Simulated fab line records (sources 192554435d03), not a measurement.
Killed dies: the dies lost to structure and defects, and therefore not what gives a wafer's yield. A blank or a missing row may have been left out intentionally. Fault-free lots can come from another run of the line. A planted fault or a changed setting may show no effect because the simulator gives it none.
A struck lot beside a sound one | flow n5Finfet | 34 out of 1938 route steps
Sound: these wafers, L418.3, L418.4, L418.5. The struck wafers were L422.2, L422.4, L422.6. The cause is named last.
For every step that has rows: the tool of each side, followed by ch and its chambers, followed by its first start. Under that, the readings that differ: sound wafers | struck wafers | difference of the means | sigmas: that difference in standard deviations of wafers without a fault.
alike: readings whose means differ by less than 2 such deviations, and words and numbers that are the same on both sides. not compared: withheld readings, readings that some wafer has no value for, bounds like >300 that may hide the same value, and numbers for which the record gives no deviation and whose values overlap.
The two part at a step that has a row with sigmas, a row that says differs or no value, or rows on one side only. Non-overlapping numbers with no deviation appear without sigmas and do not part them. Lack of a reading on every wafer of one side parts them only where that side has two or more wafers.

first, 10 steps without rows for these wafers: N5_BEOL_M6_TRENCH_ETCH_37 (etches SiCOH lowk in C4F6/O2, target depth 94.435 nm, time 31.5 s); N5_BEOL_M6_ETCH_41 (etches SiCN in CH3F/O2, target depth 29.7 nm, time 52 s); N5_BEOL_M6_STRIP_80 (strips in N2/H2, time 10 s); N5_BEOL_M6_HM_STRIP_39 (strips TiN in peroxide tin strip, target depth 25 nm, time 158 s); N5_BEOL_M6_SRD_40 (time 30 s); N5_BEOL_M6_PRECLEAN_42 (cleans in residue remover, time 60 s); N5_BEOL_M6_SRD_43 (time 30 s); N5_BEOL_M6_CURE_75 (cures SiCOH lowk, time 120 s); N5_BEOL_M6_DEGAS_44 (time 60 s); N5_BEOL_M6_PRE_CLEAN_45 (time 30 s).
N5_BEOL_M6_ALD_77: deposits TaN, target thk 2 nm, pulse time 2 s, purge time 3 s.
  sound on aldMetal-03 ch 0,1, day 12 07:16; struck on aldMetal-03 ch 0,1,2, day 12 18:36
  alike: heaterPowerW
then, 22 steps without rows for these wafers: N5_BEOL_M6_SURFACE_TREAT_79; N5_BEOL_M6_CVD_78 (deposits Co from CCTBA/H2, target thk 2 nm, time 142.3 s); N5_BEOL_M6_SPUTTER_48 (material Cu, target thk 10 nm, time 1.667 s); N5_BEOL_M6_ECD_50 (material Cu, target thk 300 nm); N5_BEOL_M6_ANNEAL_51 (time 90 s); N5_BEOL_M6_CMP_52 (polishes, stops on SiCOH lowk, t overpolish 6.9 s, target thk 80 nm); N5_BEOL_M6_PRE_CLEAN_55 (time 15 s); N5_BEOL_M6_DEP_56 (deposits SiCN from 3MS/NH3, target thk 10 nm, time 17.5 s); N5_BEOL_M7_ILD_DEP_00 (deposits SiCOH lowk from DEMS/porogen, target thk 179.75 nm, time 33.4 s); N5_BEOL_M7_CURE_74 (cures SiCOH lowk, time 240 s); N5_BEOL_M7_PECVD_70 (deposits SiO2 from TEOS/O2, target thk 20 nm, time 22.7 s); N5_BEOL_M7_HM_DEP_02 (deposits TiN, target thk 20 nm); N5_BEOL_M7_COAT_59 (time 60 s, resist thk 100 nm); N5_BEOL_M7_COAT_60 (time 60 s, resist thk 35 nm); N5_BEOL_M7_COAT_05 (resist thk 90 nm); N5_BEOL_M7_EBR_07; N5_BEOL_M7_SOFTBAKE_06 (time 60 s); N5_BEOL_M7_EXPOSE_08 (exposes mask M7); N5_BEOL_M7_PEB_09 (peb time 60 s); N5_BEOL_M7_DEVELOP_10 (develop time 30 s); N5_BEOL_M7_DESCUM_16 (chemistry O2, time 7.9 s); N5_BEOL_M7_ETCH_61 (etches SiARC in CF4, target depth 45.5 nm, time 75.8 s).
-- record jumps: 4 days separate the struck wafers' starts on either side; left off in module BEOL_M7, taken up again in module PASSIVATION, whose first shown step is the route's number 1936 --
N5_PASSIVATION_PROBE_49:
  sound on prober-02, day 15 21:58; struck on prober-01, day 16 11:45
reading                 | sound          | struck         | difference | sigmas
defectLimitedYield (%)  | 89.3 90.4 89.6 | 81.0 87.3 85.4 | -5.2       | -3
killed_at_M4_up         | 15 7 13        | 153 91 83      | +97        | +18
killedDies              | 126 113 123    | 224 150 172    | +61        | +4
sort_bin_5_function (%) | 6.3 5.5 6.4    | 11.3 8.1 7.7   | +3.0       | +3
sortNPass               | 1054 1067 1057 | 956 1030 1008  | -61        | -3
sortYieldPct (%)        | 89.3 90.4 89.6 | 81.0 87.3 85.4 | -5.2       | -3
  alike: killed_at_M0_to_M3, killedAtContacts, killedAtFrontEnd, killedAtOther, killedOnRim, killedOpen, killedShort, sort_bin_6_memory

## WHERE THEY PART
Only at N5_PASSIVATION_PROBE_49, within this record.

WHY: the cause the simulator had injected
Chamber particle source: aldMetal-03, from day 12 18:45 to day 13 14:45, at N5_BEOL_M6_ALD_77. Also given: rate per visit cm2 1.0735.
